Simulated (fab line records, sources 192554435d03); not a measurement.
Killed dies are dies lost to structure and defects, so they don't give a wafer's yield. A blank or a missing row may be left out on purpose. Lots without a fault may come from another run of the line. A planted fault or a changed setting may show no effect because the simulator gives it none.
Split-lot experiment | flow n5_finfet | 7 lots, 39 wafers read, on a route of 1938 steps

THE SPLIT
At N5_BEOL_M4_TRENCH_ETCH_37 (etches SiOC in C4F6/O2, target depth 55.555 nm, time 29.2 s), the setting time_s was moved away from the recipe's 29.2 s on 9 of the 39 wafers read, by -59.8% to +51.1%. The other wafers ran this setting at the recipe's value.

FROM THE SPLIT TO THE READING: what the file shows between them, 8 steps
- N5_BEOL_M4_ETCH_41: etches SiCN in CH3F/O2, target depth 29.9 nm, time 52.5 s
- N5_BEOL_M4_STRIP_97: strips in N2/H2, time 10 s
- N5_BEOL_M4_OCD_MEAS_38
- N5_BEOL_M4_HM_STRIP_39: strips TiN in peroxide tin strip, target depth 25 nm, time 158 s
- N5_BEOL_M4_SRD_40: time 30 s
- N5_BEOL_M4_ECD_50: material Cu, target thk 300 nm
- N5_BEOL_M4_ANNEAL_51: time 90 s
- N5_BEOL_M4_CMP_52: polishes, stops on SiOC, t overpolish 6.8 s, target thk 40 nm

THE READING
M4_THK, in nm, at N5_BEOL_M4_THK_MEAS_53 (measures by xrf). Fault-free wafers of this fab line usually give 39.5 nm, standard deviation 1.6 nm.

wafer  | tool, chamber at the split | time_s as run, s | against the recipe | M4_THK, nm | against lot-mates on the recipe
L074.1 | rie_diel-01, 3             | 29.2             | recipe             | 35.5       | -
L074.2 | rie_diel-01, 0             | 29.2             | recipe             | 38.5       | -
L074.3 | rie_diel-01, 1             | 29.2             | recipe             | 35.8       | -
L074.4 | rie_diel-01, 2             | 29.2             | recipe             | 36.6       | -
L074.5 | rie_diel-01, 0             | 29.2             | recipe             | 36.1       | -
L074.6 | rie_diel-01, 1             | 29.2             | recipe             | 36.6       | -
L075.1 | rie_diel-02, 3             | 29.2             | recipe             | 40.8       | -
L075.2 | rie_diel-02, 2             | 11.75            | -59.8%             | 6.5        | -33.1
L075.3 | rie_diel-02, 0             | 29.2             | recipe             | 40.6       | -
L075.4 | rie_diel-02, 1             | 11.75            | -59.8%             | 7.1        | -32.5
L075.5 | rie_diel-02, 2             | 29.2             | recipe             | 37.3       | -
L075.6 | rie_diel-02, 1             | 11.75            | -59.8%             | 5.2        | -34.4
L085.1 | rie_diel-01, 0             | 29.2             | recipe             | 39.7       | -
L085.2 | rie_diel-01, 2             | 29.2             | recipe             | 41.8       | -
L085.3 | rie_diel-01, 3             | 29.2             | recipe             | 39.1       | -
L085.4 | rie_diel-01, 3             | 29.2             | recipe             | 36.5       | -
L085.5 | rie_diel-01, 2             | 29.2             | recipe             | 41.5       | -
L085.6 | rie_diel-01, 0             | 29.2             | recipe             | 38.2       | -
L083.1 | rie_diel-05, 2             | 29.2             | recipe             | 38.2       | -
L083.5 | rie_diel-05, 1             | 29.2             | recipe             | 40.6       | -
L083.6 | rie_diel-05, 3             | 29.2             | recipe             | 40.1       | -
L086.1 | rie_diel-05, 1             | 29.2             | recipe             | 41.1       | -
L086.2 | rie_diel-05, 0             | 19.56            | -33.0%             | 23.1       | -17.6
L086.3 | rie_diel-05, 2             | 19.56            | -33.0%             | 22.7       | -18.0
L086.4 | rie_diel-05, 3             | 29.2             | recipe             | 40.5       | -
L086.5 | rie_diel-05, 3             | 19.56            | -33.0%             | 22.0       | -18.7
L086.6 | rie_diel-05, 2             | 29.2             | recipe             | 40.6       | -
L088.1 | rie_diel-02, 0             | 44.13            | +51.1%             | 67.2       | +28.9
L088.2 | rie_diel-02, 3             | 44.13            | +51.1%             | 67.4       | +29.1
L088.3 | rie_diel-02, 1             | 29.2             | recipe             | 37.6       | -
L088.4 | rie_diel-02, 2             | 44.13            | +51.1%             | 63.7       | +25.4
L088.5 | rie_diel-02, 2             | 29.2             | recipe             | 37.2       | -
L088.6 | rie_diel-02, 3             | 29.2             | recipe             | 40.0       | -
L096.1 | rie_diel-01, 2             | 29.2             | recipe             | 42.4       | -
L096.2 | rie_diel-01, 1             | 29.2             | recipe             | 41.0       | -
L096.3 | rie_diel-01, 0             | 29.2             | recipe             | 41.2       | -
L096.4 | rie_diel-01, 3             | 29.2             | recipe             | 39.9       | -
L096.5 | rie_diel-01, 0             | 29.2             | recipe             | 38.9       | -
L096.6 | rie_diel-01, 1             | 29.2             | recipe             | 42.1       | -

THE FIT
A straight line over all 39 wafers: M4_THK changes by +0.535 nm for each +1% of time_s; r = +0.99; the points scatter about the line by 1.9 nm.
The same after taking each lot's own level away (the mean of its wafers on the recipe; 39 wafers): +0.551 nm for each +1%; r = +1.00; scatter 1.3 nm.
On that fit, the largest move of time_s shifts the reading by 33 nm.
The lots' own levels span 36.52 to 40.92 nm, that is 2.7 times the standard deviation above.
So the lot-to-lot level changes the slope little: the two slopes agree.
Check: with one of the wafers moved furthest among these (-59.8%) left out of the fit, the line predicts -33 nm for it against its lot-mates. It came out at -33.1 nm against them.

OTHER SPLITS ON THESE WAFERS
These wafers also went through other splits before the reading. Each is held against what the fit with the lots' levels taken away leaves over:
other split on the same wafers            | wafers away from the commonest value | r with M4_THK (lot level and that fit taken away)
N5_GATE_CUT_ALD_22 ald_cycles             | 12                                   | +0.00
N5_BEOL_M0_SAQP_DEVELOP_13 develop_time_s | 18                                   | +0.03
N5_BEOL_M3_TRENCH_ETCH_37 time_s          | 18                                   | -0.15

THE WHOLE CHAIN: every reading that the file lists as answering this split, in the file's order
step                      | what it does                                                  | reading                                                                          | change (the file's fit)                | r (the file's)
N5_BEOL_M4_TRENCH_ETCH_37 | etches SiOC in C4F6/O2, target depth 55.555 nm, time 29.2 s   | BEOL_M4.feature_depth_nm (the simulator's own value, which no gauge read)        | +0.558 nm for each +1% of the setting  | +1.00
N5_BEOL_M4_TRENCH_ETCH_37 | etches SiOC in C4F6/O2, target depth 55.555 nm, time 29.2 s   | etch.depth_nm (the simulator's own value, which no gauge read)                   | +0.557 nm for each +1% of the setting  | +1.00
N5_BEOL_M4_TRENCH_ETCH_37 | etches SiOC in C4F6/O2, target depth 55.555 nm, time 29.2 s   | TiN_of_BEOL_M4_HM_DEP_02.thk_nm (the simulator's own value, which no gauge read) | -0.0226 nm for each +1% of the setting | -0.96
N5_BEOL_M4_OCD_MEAS_38    |                                                               | trench_depth_nm                                                                  | +0.557 nm for each +1% of the setting  | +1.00
N5_BEOL_M4_CMP_52         | polishes, stops on SiOC, t overpolish 6.8 s, target thk 40 nm | Cu_of_BEOL_M4_ECD_50.thk_nm (the simulator's own value, which no gauge read)     | +0.561 nm for each +1% of the setting  | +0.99
N5_BEOL_M4_THK_MEAS_53    | measures by xrf                                               | M4_THK                                                                           | +0.551 for each +1% of the setting     | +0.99

THE FILE'S OWN FIT
M4_THK changes by +0.551 nm for each +1% of time_s, r = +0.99.
